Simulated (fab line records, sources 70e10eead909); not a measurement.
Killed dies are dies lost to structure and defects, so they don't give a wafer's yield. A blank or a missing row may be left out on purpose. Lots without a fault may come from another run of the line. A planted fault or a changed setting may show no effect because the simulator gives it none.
Which tool did it? | flow nand_harc | 24 lots, 72 wafers sampled, at 6 steps of a route of 1302

WHAT THE GAUGES READ, wafer by wafer
The record holds no reading of a measuring or inspecting step that can be judged against a usual standard deviation.

WHICH TOOL RAN EACH LOT (tool, then ch and the chambers of the sampled wafers, then the start)
lot  | NHARC_A_WL_FILL_CVD_20                   | NHARC_A_CONTACT_ETCH_112             | NHARC_A_CONTACT_ETCH_113             | NHARC_A_CONTACT_ETCH_117             | NHARC_A_CONTACT_ETCH_120             | NHARC_A_CONTACT_ETCH_90
L075 | cvd_w-02 ch 0,1, day 22 00:47 or earlier | har_cap_etch-03 ch 0,1, day 22 00:47 | har_cap_etch-03 ch 0,1, day 22 00:57 | har_cap_etch-03 ch 0,1, day 22 01:38 | har_cap_etch-03 ch 0,1, day 22 02:08 | rie_diel-06 ch 0,2, day 22 03:37
L074 | cvd_w-02 ch 1, day 22 04:23 or earlier   | har_cap_etch-02 ch 1, day 22 04:23   | har_cap_etch-02 ch 1, day 22 04:33   | har_cap_etch-02 ch 1, day 22 05:14   | har_cap_etch-02 ch 1, day 22 05:44   | rie_diel-08 ch 1,2,3, day 22 07:14
L076 | cvd_w-01 ch 0,1, day 22 09:59 or earlier | har_cap_etch-03 ch 0,1, day 22 09:59 | har_cap_etch-03 ch 0,1, day 22 10:10 | har_cap_etch-03 ch 0,1, day 22 11:02 | har_cap_etch-03 ch 0,1, day 22 11:43 | rie_diel-08 ch 1,2, day 22 13:32
L077 | cvd_w-02 ch 0,1, day 22 10:47 or earlier | har_cap_etch-01 ch 0,1, day 22 10:47 | har_cap_etch-01 ch 0,1, day 22 10:57 | har_cap_etch-01 ch 0,1, day 22 11:38 | har_cap_etch-01 ch 0,1, day 22 12:09 | rie_diel-03 ch 0,1, day 22 13:34
L078 | cvd_w-02 ch 0, day 22 18:41 or earlier   | har_cap_etch-01 ch 0,1, day 22 18:41 | har_cap_etch-01 ch 0,1, day 22 18:51 | har_cap_etch-01 ch 0,1, day 22 19:32 | har_cap_etch-01 ch 0,1, day 22 20:03 | rie_diel-08 ch 0,2, day 22 21:32
L079 | cvd_w-01 ch 0,1, day 22 23:28 or earlier | har_cap_etch-01 ch 0,1, day 22 23:28 | har_cap_etch-01 ch 0,1, day 22 23:38 | har_cap_etch-01 ch 0,1, day 23 00:19 | har_cap_etch-01 ch 0,1, day 23 00:50 | rie_diel-03 ch 1,2, day 23 02:15
L080 | cvd_w-02 ch 0,1, day 23 11:08 or earlier | har_cap_etch-01 ch 0,1, day 23 11:08 | har_cap_etch-01 ch 0,1, day 23 11:19 | har_cap_etch-01 ch 0,1, day 23 11:59 | har_cap_etch-01 ch 0,1, day 23 12:30 | rie_diel-03 ch 0,1,3, day 23 13:59
L081 | cvd_w-02 ch 0,1, day 24 08:07 or earlier | har_cap_etch-03 ch 0, day 24 08:07   | har_cap_etch-03 ch 0, day 24 08:17   | har_cap_etch-03 ch 0, day 24 08:58   | har_cap_etch-03 ch 0, day 24 09:28   | rie_diel-03 ch 0,2, day 24 10:57
L082 | cvd_w-02 ch 0,1, day 25 07:16 or earlier | har_cap_etch-03 ch 0,1, day 25 07:16 | har_cap_etch-03 ch 0,1, day 25 07:26 | har_cap_etch-03 ch 0,1, day 25 08:07 | har_cap_etch-03 ch 0,1, day 25 08:38 | rie_diel-03 ch 0,1,3, day 25 10:09
L083 | cvd_w-02 ch 0,1, day 25 13:02 or earlier | har_cap_etch-01 ch 0,1, day 25 13:02 | har_cap_etch-01 ch 0,1, day 25 13:16 | har_cap_etch-01 ch 0,1, day 25 14:07 | har_cap_etch-01 ch 0,1, day 25 14:37 | rie_diel-06 ch 0,1,3, day 25 16:08
L085 | cvd_w-02 ch 0,1, day 25 22:05 or earlier | har_cap_etch-01 ch 0,1, day 25 22:05 | har_cap_etch-01 ch 0,1, day 25 22:15 | har_cap_etch-01 ch 0,1, day 25 22:56 | har_cap_etch-01 ch 0,1, day 25 23:26 | rie_diel-06 ch 0,2,3, day 26 00:57
L084 | cvd_w-01 ch 0,1, day 25 20:35 or earlier | har_cap_etch-03 ch 0,1, day 25 20:35 | har_cap_etch-03 ch 0,1, day 25 20:48 | har_cap_etch-03 ch 0,1, day 25 21:41 | har_cap_etch-03 ch 0,1, day 25 22:13 | rie_diel-03 ch 0,1,2, day 25 23:39
L086 | cvd_w-01 ch 0,1, day 26 08:43 or earlier | har_cap_etch-03 ch 0,1, day 26 08:43 | har_cap_etch-03 ch 0,1, day 26 08:53 | har_cap_etch-03 ch 0,1, day 26 09:35 | har_cap_etch-03 ch 0,1, day 26 10:05 | rie_diel-06 ch 0,2,3, day 26 11:34
L088 | cvd_w-02 ch 0,1, day 27 06:10 or earlier | har_cap_etch-02 ch 0,1, day 27 06:10 | har_cap_etch-02 ch 0,1, day 27 06:23 | har_cap_etch-02 ch 0,1, day 27 07:18 | har_cap_etch-02 ch 0,1, day 27 07:59 | rie_diel-03 ch 0,3, day 27 09:47
L087 | cvd_w-01 ch 0,1, day 27 16:19 or earlier | har_cap_etch-01 ch 0,1, day 27 16:19 | har_cap_etch-01 ch 0,1, day 27 16:29 | har_cap_etch-01 ch 0,1, day 27 17:10 | har_cap_etch-01 ch 0,1, day 27 17:41 | rie_diel-06 ch 1,2,3, day 27 19:10
L089 | cvd_w-01 ch 0,1, day 27 22:40 or earlier | har_cap_etch-02 ch 0,1, day 27 22:40 | har_cap_etch-02 ch 0,1, day 27 22:50 | har_cap_etch-02 ch 0,1, day 27 23:31 | har_cap_etch-02 ch 0,1, day 28 00:01 | rie_diel-06 ch 0,1,3, day 28 01:31
L090 | cvd_w-02 ch 0, day 28 13:50 or earlier   | har_cap_etch-03 ch 0,1, day 28 13:50 | har_cap_etch-03 ch 0,1, day 28 14:01 | har_cap_etch-03 ch 0,1, day 28 14:41 | har_cap_etch-03 ch 0,1, day 28 15:13 | rie_diel-03 ch 1,2,3, day 28 16:40
L091 | cvd_w-02 ch 0, day 28 15:56 or earlier   | har_cap_etch-02 ch 0,1, day 28 15:56 | har_cap_etch-02 ch 0,1, day 28 16:06 | har_cap_etch-02 ch 0,1, day 28 16:47 | har_cap_etch-02 ch 0,1, day 28 17:18 | rie_diel-03 ch 1,2,3, day 28 18:47
L092 | cvd_w-02 ch 0,1, day 29 09:12 or earlier | har_cap_etch-03 ch 0,1, day 29 09:12 | har_cap_etch-03 ch 0,1, day 29 09:22 | har_cap_etch-03 ch 0,1, day 29 10:14 | har_cap_etch-03 ch 0,1, day 29 10:55 | rie_diel-08 ch 0,1,3, day 29 12:46
L093 | cvd_w-01 ch 0,1, day 29 08:23 or earlier | har_cap_etch-01 ch 0,1, day 29 08:23 | har_cap_etch-01 ch 0,1, day 29 08:33 | har_cap_etch-01 ch 0,1, day 29 09:14 | har_cap_etch-01 ch 0,1, day 29 09:45 | rie_diel-03 ch 0,1, day 29 11:11
L094 | cvd_w-02 ch 0,1, day 30 02:17 or earlier | har_cap_etch-03 ch 0,1, day 30 02:17 | har_cap_etch-03 ch 0,1, day 30 02:28 | har_cap_etch-03 ch 0,1, day 30 03:09 | har_cap_etch-03 ch 0,1, day 30 03:40 | rie_diel-03 ch 2,3, day 30 05:09
L096 | cvd_w-01 ch 0,1, day 30 08:44 or earlier | har_cap_etch-03 ch 0,1, day 30 08:44 | har_cap_etch-03 ch 0,1, day 30 08:54 | har_cap_etch-03 ch 0,1, day 30 09:35 | har_cap_etch-03 ch 0,1, day 30 10:06 | rie_diel-08 ch 0,1,3, day 30 11:50
L095 | cvd_w-02 ch 0,1, day 30 12:54 or earlier | har_cap_etch-01 ch 0,1, day 30 12:54 | har_cap_etch-01 ch 0,1, day 30 13:04 | har_cap_etch-01 ch 0,1, day 30 13:46 | har_cap_etch-01 ch 0,1, day 30 14:16 | rie_diel-06 ch 0,2,3, day 30 15:47
L097 | cvd_w-01 ch 0,1, day 31 05:30 or earlier | har_cap_etch-02 ch 0,1, day 31 05:30 | har_cap_etch-02 ch 0,1, day 31 05:44 | har_cap_etch-02 ch 0,1, day 31 06:38 | har_cap_etch-02 ch 0,1, day 31 07:19 | rie_diel-06 ch 1,2,3, day 31 09:10
- NHARC_A_WL_FILL_CVD_20: deposits W, target thk 100 nm, time 74 s.
- NHARC_A_CONTACT_ETCH_112: etches the open film in C4F8/O2/Ar, time 190 s, target depth 1850 nm.
- NHARC_A_CONTACT_ETCH_113: etches the open film in C4F8/O2/Ar, time 190 s, target depth 1850 nm.
- NHARC_A_CONTACT_ETCH_117: etches the open film in C4F8/O2/Ar, time 190 s, target depth 1850 nm.
- NHARC_A_CONTACT_ETCH_120: etches the open film in C4F8/O2/Ar, time 190 s, target depth 1850 nm.
- NHARC_A_CONTACT_ETCH_90: etches the open film in CH3F/O2, target depth 40 nm, time 85.7 s.

WHAT THE TOOLS THEMSELVES READ (means of the sampled wafers that have a number; where no wafer has one, the mark that the record gives instead)
NHARC_A_WL_FILL_CVD_20. Usual: heater_power_w 853 W, standard deviation 44; throttle_valve_pct 7.85 %, standard deviation 0.19.
lot  | tool     | heater_power_w (W) | throttle_valve_pct (%) | flag
L075 | cvd_w-02 | 885                | 7.66                   |
L074 | cvd_w-02 | 859                | 7.92                   |
L076 | cvd_w-01 | 783                | 7.84                   |
L077 | cvd_w-02 | 871                | 8.00                   |
L078 | cvd_w-02 | 861                | 7.76                   |
L079 | cvd_w-01 | 785                | 7.82                   |
L080 | cvd_w-02 | 876                | 7.72                   |
L081 | cvd_w-02 | 862                | 7.93                   |
L082 | cvd_w-02 | 860                | 7.81                   |
L083 | cvd_w-02 | 873                | 8.14                   |
L085 | cvd_w-02 | 871                | 7.84                   |
L084 | cvd_w-01 | 796                | 7.78                   |
L086 | cvd_w-01 | 818                | 7.88                   |
L088 | cvd_w-02 | 856                | 7.85                   |
L087 | cvd_w-01 | 802                | 7.87                   |
L089 | cvd_w-01 | 809                | 7.69                   |
L090 | cvd_w-02 | 922                | 7.78                   |
L091 | cvd_w-02 | 918                | 7.79                   |
L092 | cvd_w-02 | 896                | 7.81                   |
L093 | cvd_w-01 | 802                | 8.00                   |
L094 | cvd_w-02 | 902                | 7.57                   |
L096 | cvd_w-01 | 821                | 7.97                   |
L095 | cvd_w-02 | 910                | 7.67                   |
L097 | cvd_w-01 | 818                | 7.85                   |

NHARC_A_CONTACT_ETCH_90. Usual: drypump_motor_current_A 5.2 A, standard deviation 0.38; oes_product_au 0.95 a.u., standard deviation 0.032; rf_vpp_V 245.1 V, standard deviation 1.8; showerhead_plenum_p_Torr 2.50 Torr, standard deviation 0.12; throttle_valve_pct 20.663 %, standard deviation 0.0093.
lot  | tool        | drypump_motor_current_A (A) | oes_product_au (a.u.) | rf_vpp_V (V) | showerhead_plenum_p_Torr (Torr) | throttle_valve_pct (%) | flag
L075 | rie_diel-06 | 5.1                         | 1.01                  | 247.0        | 2.66                            | 20.661                 |
L074 | rie_diel-08 | 5.0                         | 0.92                  | 244.8        | 2.47                            | 20.664                 |
L076 | rie_diel-08 | 4.8                         | 0.93                  | 242.9        | 2.37                            | 20.664                 |
L077 | rie_diel-03 | 5.3                         | 0.96                  | 244.1        | 2.41                            | 20.662                 |
L078 | rie_diel-08 | 4.9                         | 0.92                  | 242.8        | 2.34                            | 20.661                 |
L079 | rie_diel-03 | 5.8                         | 0.99                  | 246.2        | 2.51                            | 20.663                 |
L080 | rie_diel-03 | 5.5                         | 0.92                  | 245.7        | 2.49                            | 20.663                 |
L081 | rie_diel-03 | 5.3                         | 0.93                  | 243.3        | 2.45                            | 20.656                 |
L082 | rie_diel-03 | 5.4                         | 0.94                  | 245.2        | 2.48                            | 20.659                 |
L083 | rie_diel-06 | 5.3                         | 0.93                  | 244.8        | 2.51                            | 20.663                 |
L085 | rie_diel-06 | 5.1                         | 0.94                  | 246.0        | 2.53                            | 20.669                 |
L084 | rie_diel-03 | 5.5                         | 1.00                  | 245.8        | 2.45                            | 20.662                 |
L086 | rie_diel-06 | 5.2                         | 0.94                  | 245.0        | 2.52                            | 20.671                 |
L088 | rie_diel-03 | 5.3                         | 0.92                  | 245.7        | 2.50                            | 20.665                 |
L087 | rie_diel-06 | 5.0                         | 0.94                  | 244.1        | 2.50                            | 20.662                 |
L089 | rie_diel-06 | 5.2                         | 0.93                  | 244.1        | 2.50                            | 20.659                 |
L090 | rie_diel-03 | 5.6                         | 0.91                  | 245.2        | 2.53                            | 20.668                 |
L091 | rie_diel-03 | 5.6                         | 0.92                  | 245.7        | 2.53                            | 20.660                 |
L092 | rie_diel-08 | 5.1                         | 0.92                  | 244.6        | 2.45                            | 20.665                 |
L093 | rie_diel-03 | 5.3                         | 1.00                  | 243.7        | 2.40                            | 20.650                 |
L094 | rie_diel-03 | 5.4                         | 0.98                  | 245.9        | 2.52                            | 20.658                 |
L096 | rie_diel-08 | 5.1                         | 0.92                  | 243.9        | 2.45                            | 20.661                 |
L095 | rie_diel-06 | 5.1                         | 1.00                  | 247.3        | 2.64                            | 20.662                 |
L097 | rie_diel-06 | 5.0                         | 0.99                  | 246.4        | 2.62                            | 20.669                 |

THE ANSWER, worked out from the rows above alone
Rule: a lot is off if the mean of its wafers that have a number lies more than 3 standard deviations from the usual mean. A lot without any number at a reading at which 4 lots or more have one is off too. The other lots that the step has rows for count as sound. The gauges are gone through in route order, then the tools' own readings, and for those a lot's mean is taken as printed above. The first step at which some lot is off is used, and at that step the reading that is off furthest; a lot without a number counts as furthest.
No lot is off at any reading shown: from this, nothing can be told.

WHAT THE SIMULATOR HAD PUT IN
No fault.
